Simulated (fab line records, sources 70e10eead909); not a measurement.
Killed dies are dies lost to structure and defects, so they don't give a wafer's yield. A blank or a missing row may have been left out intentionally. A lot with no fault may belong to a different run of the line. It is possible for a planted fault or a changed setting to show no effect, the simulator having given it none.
One fault through the eyes of 2 desks	flow nand_harc	what lay behind the numbers comes last; until then each desk has only its own

THE DEFECT DESK
Per lot, the means of the sampled wafers with a number show what the inspections along the route counted. If a lot's mean is further than 4 standard deviations from the usual mean, the lot is out of limits and carries the mark OUT (the distance appears in the brackets).
Columns: A = raw_defect_count at NHARC_A_BLC_INSPECT_28, usual 456
lot	first seen here	A
L559	day 17 17:56	365
L560	day 18 01:10	472
L564	day 18 05:40	362
L566	day 18 16:28	373
L562	day 18 16:54	435
L565	day 19 01:57	630
L563	day 19 02:55	426
L567	day 19 21:17	597
L569	day 20 01:59	330
L570	day 20 06:52	344
L581	day 23 06:33	407
L582	day 23 14:25	434
This desk's verdict: no lot among the 12 shows anything out of limits.

TOOL OWNER'S DESK, litho_track-06
The tool's own readings at NHARC_A_M1_SOFTBAKE_04 (time 55 s): means of the sampled wafers that have a number, for each lot that ran on this tool. If a lot's mean is further than 4 standard deviations from the usual mean, the lot is out of limits and carries the mark OUT (the distance appears in the brackets).
Columns: A = heater_power_total_W at NHARC_A_M1_SOFTBAKE_04, usual 188.44 W; B = resist_line_temp_C at NHARC_A_M1_SOFTBAKE_04, usual 22.99 C
lot	first seen here	A	B
L566	day 18 20:00	188.42	22.87
L565	day 19 06:00	188.44	22.96
L567	day 20 01:00	188.39	22.84
L581	day 23 11:00	199.90 (+82) OUT	23.02
L582	day 23 19:00	199.87 (+82) OUT	22.91
This desk finds L581, L582 out of limits, L581 being first, at day 23 11:00 (heater_power_total_W at NHARC_A_M1_SOFTBAKE_04). Within limits: L566, L565, L567.

ALL TOGETHER
The tool owner's desk had the chance to raise an alarm at day 23 11:00 on L581, L582.
No out-of-limits result turned up at the defect desk.
The defect desk has L581, L582 on record, within its limits.
NHARC_A_M1_SOFTBAKE_04 was run on litho_track-06 by each of the lots named.

WHAT THE SIMULATOR PUT IN
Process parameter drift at NHARC_A_M1_SOFTBAKE_04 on litho_track-06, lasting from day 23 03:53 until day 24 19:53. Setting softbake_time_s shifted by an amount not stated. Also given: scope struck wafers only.
Lots struck among those shown: L581, L582.
Time in hours from fault onset to the first out-of-limits reading at each desk: the tool owner's desk, 7.
